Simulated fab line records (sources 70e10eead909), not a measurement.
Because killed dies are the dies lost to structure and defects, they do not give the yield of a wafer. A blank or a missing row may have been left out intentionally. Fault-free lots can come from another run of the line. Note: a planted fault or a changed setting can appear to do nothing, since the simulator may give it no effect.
fab line records ; flow nandHarc
record lots=5; wafers=15; lastDay=25
route steps=1159 shown A_CONTACT@911 END@1159
lots that met no fault: from a run of the same line without faults
startH: start of the lot's first displayed wafer, in hours after the record's first day ; waitH: hours since the lot's step before ; " repeats the value in the row above ; L1.1+2: a row that stands for several wafers ; - no value, or no start was given ; * or withheld: withheld ; < > ~ a bound
route shown NAME@n: a module of which the file shows steps, and the number in the route of the first ; usual: average and standard deviation across the fault-free wafers ; same: alike in all rows ; chamber/n: place in a boat ; sites: the reading at each site ; _std_site: standard deviation of those values ; _edge_site: the outer-site mean with the inner-site mean subtracted ; radiusMm: for every site, how far away it sits from the centre of the wafer ; mask NAME#n: copy n ; behind: the last tool/chamber to shape the wafer ; hold: cause of the lot's hold/its duration in hours/its outcome ; device: transistor that didn't switch, given as n, p or np ; end of line: the same wafers' tests at the end of the route ; step lacking rows: just its recipe ; killed: not the wafer's yield, but the dies lost to structure and defects at the first sort ; map: the dies of a wafer, with x for killed, . for not killed, _ for no die there
set.NAME: the setting as run; set.NAME@STEP: as run at that earlier step ; model.NAME: the simulator's own value behind a step, which no gauge read
lots seen at some steps along the route; tables by step, rows by wafer
## steps
# step NHARC_A_CONTACT_ETCH_131
# recipe sourceW=withheld; pressureMtorr=20; biasV=1200; timeS=155; targetDepthA=9560; arFlowSccm=withheld; c4f8FlowSccm=withheld; o2FlowSccm=withheld; chemistry=C4F8/O2/Ar
# step NHARC_A_CONTACT_ETCH_132
# recipe sourceW=withheld; pressureMtorr=20; biasV=1200; timeS=156; targetDepthA=9580; arFlowSccm=withheld; c4f8FlowSccm=withheld; o2FlowSccm=withheld; chemistry=C4F8/O2/Ar
# step NHARC_A_CONTACT_ETCH_133
# recipe sourceW=withheld; pressureMtorr=20; biasV=400; timeS=195; targetDepthA=8400; arFlowSccm=withheld; c4f8FlowSccm=11.5; o2FlowSccm=7.2; chemistry=C4F8/O2/Ar
# step NHARC_A_CONTACT_ETCH_91
# recipe targetDepthA=400; overEtchFrac=0.5; timeS=85.7; ionEnergyEv=120; ch3fFlowSccm=50; o2FlowSccm=30; arFlowSccm=200; rfW=500; biasW=100; chemistry=CH3F/O2
# step NHARC_A_CONTACT_ETCH_97
# recipe targetDepthA=200; overEtchFrac=0.5; timeS=10; ionEnergyEv=250; c4f6FlowSccm=25; o2FlowSccm=20; arFlowSccm=500; rfW=600; biasW=500; chemistry=C4F6/O2
# step NHARC_A_CONTACT_STRIP_103
# recipe n2FlowSccm=150; h2FlowSccm=150; arFlowSccm=0; biasW=0; chemistry=N2/H2
# step NHARC_A_CONTACT_STRIP_104
# recipe cf4FlowSccm=100; chf3FlowSccm=30; arFlowSccm=0; biasW=0; chemistry=CF4/CHF3
# step NHARC_A_CONTACT_STRIP_105
# recipe o2FlowSccm=400; cosFlowSccm=20; arFlowSccm=0; biasW=0; chemistry=O2/COS
# step NHARC_A_CONTACT_ETCH_106
# recipe targetDepthA=600; overetchA=60; timeS=33; ionEnergyEv=100; cf4FlowSccm=80; o2FlowSccm=20; arFlowSccm=0; rfW=300; biasW=100; chemistry=CF4/O2
# step NHARC_A_CONTACT_STRIP_82
# recipe o2FlowSccm=500; arFlowSccm=0; biasW=0; chemistry=O2
# step NHARC_A_CONTACT_STRIP_83
# recipe timeS=600; tempC=30; chemistry=postEtchResidueRemover
# step NHARC_A_CONTACT_DEP_84
# recipe targetThkA=20000; tempC=400; material=aC
# usual throttleValvePct=35.001/0.0083
lot.wafer;tool;chamber;startH;waitH;throttleValvePct
L103.4;aclDep-02;0;441.84;-;35.004
L103.5;aclDep-02;0;441.84;-;35.004
L103.6;aclDep-02;0;441.84;-;35.000
L107.2;aclDep-02;0;465.56;-;34.994
L107.3;aclDep-02;0;465.56;-;34.999
L107.6;aclDep-02;0;465.56;-;34.999
L108.3;aclDep-02;0;478.74;-;34.998
L108.5;aclDep-02;0;478.74;-;35.001
L108.6;aclDep-02;0;478.74;-;34.997
L117.3;aclDep-03;0;515.97;-;35.005
L117.5;aclDep-03;0;515.97;-;35.001
L117.6;aclDep-03;0;515.97;-;35.001
L118.3;aclDep-03;0;530.09;-;34.994
L118.5;aclDep-03;0;530.09;-;34.999
L118.6;aclDep-03;0;530.09;-;34.992
# step NHARC_A_CONTACT_DEP_85
# recipe targetThkA=500; targetThkNm=50; tempC=400; pressureTorr=3.5; flowSccm=200; rfW=350; material=SiON
# step NHARC_A_CONTACT_DEHYDRATE_00
# recipe tempC=150; timeS=120
# step NHARC_A_CONTACT_HMDS_01
# recipe timeS=30
# step NHARC_A_CONTACT_COAT_86
# recipe tempC=260; timeS=75
# step NHARC_A_CONTACT_COAT_87
# recipe tempC=225; timeS=65
# step NHARC_A_CONTACT_COAT_02
# recipe spinRpm=1500; resistThkNm=90
# step NHARC_A_CONTACT_SOFTBAKE_03
# recipe tempC=105; timeS=55
# step NHARC_A_CONTACT_EBR_04
# step NHARC_A_CONTACT_EXPOSE_05
# recipe na=1.35; sigmaOuter=0.8; doseMj=84.24; maskId=A_CC
# step NHARC_A_CONTACT_PEB_06
# recipe pebTempC=100; pebTimeS=65
# step NHARC_A_CONTACT_DEVELOP_07
# recipe developTimeS=35; devTempC=23
# step NHARC_A_CONTACT_DESCUM_13
# recipe timeS=3; o2FlowSccm=200; arFlowSccm=0; biasPowerW=0; chemistry=O2
# step NHARC_A_CONTACT_ETCH_88
# recipe targetDepthA=390; overEtchFrac=0.3; timeS=65; ionEnergyEv=80; cf4FlowSccm=150; arFlowSccm=0; rfW=300; biasW=100; chemistry=CF4
# step NHARC_A_CONTACT_ETCH_89
# recipe targetDepthA=2600; overEtchFrac=0.3; timeS=475.3; ionEnergyEv=200; n2FlowSccm=150; h2FlowSccm=150; arFlowSccm=0; rfW=400; biasW=150; chemistry=N2/H2
# step NHARC_A_CONTACT_ETCH_30
# recipe targetDepthA=605; timeS=30.2; cf4FlowSccm=100; chf3FlowSccm=30; arFlowSccm=0; rfW=500; biasW=200; chemistry=CF4/CHF3
# step NHARC_A_CONTACT_ETCH_31
# recipe targetDepthA=20000; overEtchFrac=0.3; timeS=520; ionEnergyEv=150; o2FlowSccm=400; cosFlowSccm=20; arFlowSccm=0; rfW=500; biasW=300; chemistry=O2/COS
# step NHARC_A_CONTACT_ETCH_134
# recipe sourceW=withheld; pressureMtorr=20; biasV=withheld; timeS=140; targetDepthA=7000; arFlowSccm=withheld; c4f8FlowSccm=withheld; o2FlowSccm=withheld; chemistry=C4F8/O2/Ar
# step NHARC_A_CONTACT_ETCH_135
# recipe sourceW=withheld; pressureMtorr=20; biasV=3000; timeS=132; targetDepthA=12870; arFlowSccm=withheld; c4f8FlowSccm=withheld; o2FlowSccm=withheld; chemistry=C4F8/O2/Ar
# step NHARC_A_CONTACT_ETCH_136
# recipe sourceW=withheld; pressureMtorr=20; biasV=3000; timeS=132; targetDepthA=12870; arFlowSccm=withheld; c4f8FlowSccm=withheld; o2FlowSccm=withheld; chemistry=C4F8/O2/Ar
# step NHARC_A_CONTACT_ETCH_137
# recipe sourceW=withheld; pressureMtorr=20; biasV=3000; timeS=132; targetDepthA=12870; arFlowSccm=withheld; c4f8FlowSccm=withheld; o2FlowSccm=withheld; chemistry=C4F8/O2/Ar
# step NHARC_A_CONTACT_ETCH_138
# recipe sourceW=withheld; pressureMtorr=20; biasV=3000; timeS=132; targetDepthA=12890; arFlowSccm=withheld; c4f8FlowSccm=withheld; o2FlowSccm=withheld; chemistry=C4F8/O2/Ar
# step NHARC_A_CONTACT_ETCH_139
# recipe sourceW=withheld; pressureMtorr=20; biasV=400; timeS=137; targetDepthA=5900; arFlowSccm=withheld; c4f8FlowSccm=11.5; o2FlowSccm=7.2; chemistry=C4F8/O2/Ar
# step NHARC_A_CONTACT_ETCH_92
# recipe targetDepthA=400; overEtchFrac=0.5; timeS=85.7; ionEnergyEv=120; ch3fFlowSccm=50; o2FlowSccm=30; arFlowSccm=200; rfW=500; biasW=100; chemistry=CH3F/O2
# step NHARC_A_CONTACT_ETCH_98
# recipe targetDepthA=200; overEtchFrac=0.5; timeS=10; ionEnergyEv=250; c4f6FlowSccm=25; o2FlowSccm=20; arFlowSccm=500; rfW=600; biasW=500; chemistry=C4F6/O2
# step NHARC_A_CONTACT_STRIP_107
# recipe n2FlowSccm=150; h2FlowSccm=150; arFlowSccm=0; biasW=0; chemistry=N2/H2
# step NHARC_END_SORT_01
# recipe tempC=25
# usual killedAtArray=28/11; killedAtOther=0.5/0.85; killedAtPeriphery=2.7/1.9; killedDies=32/12; killedOpen=3.3/1.6; killedShort=2.1/1.5
# same grossDies=677
lot.wafer;tool;chamber;startH;waitH;killedAtArray;killedAtOther;killedAtPeriphery;killedDies;killedOpen;killedShort
L103.6;prober-01;0;502.45;4.0;658;2;2;662;2;3
L107.3;prober-01;0;527.41;3.1;651;0;1;652;4;2
L107.6;prober-01;0;529.80;4.0;629;1;7;637;3;2
L108.3;prober-01;0;550.01;3.1;642;2;4;648;5;3
L108.6;prober-01;0;552.41;4.0;665;1;2;668;1;2
# killed by level:class
L103.6 A_CONTACT:areaDep=628 A_SLIT:chamberFilmFlake=12 A_CHANNEL_HOLE_D1:chamberFilmFlake=10 A_STAIRCASE:chamberFilmFlake=2 THIN_TSV:chamberFilmFlake=2 P_GATE:geometricParticle:open=1 A_ONON_D1:geometricParticle:short=1 A_CHANNEL_HOLE_D1:geometricParticle:short=1
L107.3 A_CONTACT:areaDep=613 A_SLIT:chamberFilmFlake=14 A_CHANNEL_HOLE_D1:chamberFilmFlake=10 A_STAIRCASE:chamberFilmFlake=4 A_CONTACT:geometricParticle:open=2 A_CONTACT:chamberFilmFlake=2 A_M0:chamberFilmFlake=2 A_ONON_D1:geometricParticle:open=1
L107.6 A_CONTACT:areaDep=595 A_SLIT:chamberFilmFlake=17 A_CONTACT:chamberFilmFlake=5 A_CHANNEL_HOLE_D1:chamberFilmFlake=4 A_STAIRCASE:chamberFilmFlake=4 P_STI:chamberFilmFlake=3 P_GATE:geometricParticle:open=1 P_M1:geometricParticle:open=1
L108.3 A_CONTACT:areaDep=599 A_CHANNEL_HOLE_D1:chamberFilmFlake=19 A_SLIT:chamberFilmFlake=14 A_CONTACT:chamberFilmFlake=3 P_ZERO_WELL:chamberFilmFlake=2 P_CONTACT:geometricParticle:open=1 A_ONON_D1:geometricParticle:open=1 A_ONON_D1:geometricParticle:short=1
L108.6 A_CONTACT:areaDep=631 A_CHANNEL_HOLE_D1:chamberFilmFlake=18 A_SLIT:chamberFilmFlake=9 A_STAIRCASE:chamberFilmFlake=4 A_ONON_D1:geometricParticle:short=1 A_CONTACT:geometricParticle:open=1 STARTING-WAFER:geometricParticle:short=1 P_ZERO_WELL:chamberFilmFlake=1
# map L103.6 (x killed, . not)
____________.____________
_________xxxx..._________
_______xxxxxxx.xx._______
______xxxxxxxxxxxxx______
_____x.xxxxxxxxxxxxx_____
____xxxxxxxxxxxxxxxxx____
____xxxxxxxxxxxxxxxxx____
___.xxxxxxxxxxxxxxxxx.___
___xxxxxxxxxxxxxxxxxxx___
__xxxxxxxxxxxxxxxxxxxxx__
__xxxxxxxxxxxxxxxxxxxxx__
_xxxxxxxxxxxxxxxxxxxxxxx_
_xxxxxxxxxxxxxxxxxxxxxxx_
_xxxxxxxxxxxxxxxxxxxxxx._
_xxxxxxxxxxxxxxxxxxxxxxx_
_xxxxxxxxxxxxxxxxxxxxxxx_
xxxxxxxxxxxxxxxxxxxxxxxxx
.xxxxxxxxxxxxxxxxxxxxxxxx
xxxxxxxxxxxxxxxxxxxxxxxxx
xxxxxxxxxxxxxxxxxxxxxxxxx
xxxxxxxxxxxxxxxxxxxxxxxxx
_x.xxxxxxxxxxxxxxxxxxxxx_
_xxxxxxxxxxxxxxxxxxxxxxx_
_x.xxxxxxxxxxxxxxxxxxxxx_
_xxxxxxxxxxxxxxxxxxxxxxx_
_xxxxxxxxxxxxxxxxxxxxxxx_
__.xxxxxxxxxxxxxxxxxxxx__
__xxxxxxxxxxxxxxxxxxxxx__
___xxxxxxxxxxxxxxxxxxx___
___xxxxxxxxxxxxxxxxxxx___
____xxxxxxxxxxxxxxxxx____
____.xxxxxxxxxxxxxxxx____
_____xxxxxxxxxxxxxxx_____
______xxxxxxxxxxxxx______
_______xxxxxxxxxxx_______
_________xxxxxxx_________
____________x____________
# map L107.3 (x killed, . not)
____________x____________
_________xxxx.xx_________
_______x.xxxxxxxxx_______
______xxxxxxxxxxxxx______
_____xxxx.xxxxxxxxxx_____
____xxxxxxxxxxxxxxxxx____
____xxxxxxxxxxxxxxxxx____
___xxxxxxxxxxxxxxxxxxx___
___xxxxxxxxxxxxxxxxxxx___
__xxxxxxxxxxxxxxxxxxxxx__
__xxxxxxxxxxxxxxxxxxxxx__
_xxxxxxxxxxxxxxxxxxxxxxx_
_xxxxxxxxxxxxxxxxxxxxxxx_
_xxxxxxxxxxxxxxxxxxxxxxx_
_xxxxxxxxxxxxxxxxxxxxxxx_
_.xxxxxxxxxxxxxxxxxxxxxx_
xxxxxxxxxxxxxxxxxxxxxxx.x
xxxxxxxxxxxxxxxxxxxxxxxxx
x.xxxxxxxxxxxxxxxxxxxxxxx
x.xxxxxxxxxxxxxxxxxxxxxx.
.xxxxxxxxxxxxxxxxxxxxxxxx
_.xxxxxxxxxxxxxxxxxxxxxx_
_xxxxxxxxxxxxxxxxxxxxxxx_
_..xxxxxxxxxxxxxxxxxxxxx_
_xxxxxxxxxxxxxxxxxxxxxxx_
_xxxxxxxxxxxxxxxxxxxxxxx_
__...xxxxxxxxxxxxxxxxxx__
__.x.xxxxxxxxxxxxxxxxxx__
___xxxxxxxxxxxxxxxxxxx___
___x.xxxxxxxxxxxxxxxxx___
____xxxxxxxxxxxxxxxxx____
____xxxxxxxxxxxxxxxx.____
_____xxxxxxxxxxxx.xx_____
______.xxxx.xxxxxxx______
_______xxxxxxxxxxx_______
_________x..xxxx_________
____________.____________
## key
firstSign step=NHARC_END_SORT_01; reading=killedAtArray; direction=up; sigmas=55; usual=28; struck=649
effect step=NHARC_END_SORT_01; reading=killedDies; direction=up; sigmas=53; usual=32; struck=653
moreKillsBornAt NHARC_A_CONTACT_DEP_84@aclDep-02=3066
metAt NHARC_A_CONTACT_DEP_84
struckWafers L103.6,L107.3,L107.6,L108.3,L108.6
laterRowsLeftOut L103.6,L107.3,L107.6,L108.3,L108.6
testerLeftOut L103,L107,L108
fault kind=processParameterDrift; tool=aclDep-02; chamber=-; onsetH=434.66; steps=NHARC_A_CONTACT_DEP_84; channel=targetThkA; offset=*; shape=step; endH=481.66; scope=struckWafersOnly; actsIn=*; stated=*
# testerLeftOut: of these lots the tester's yield and bins aren't shown, on N5 and GAA mostly nor the transistor test; their killed dies are dies lost to structure and defects alone, not to doping, threshold or leakage, so they don't give the yield
# laterRowsLeftOut: the simulator's readings of these wafers behind a module that went badly wrong aren't trusted and aren't shown, but for the sort
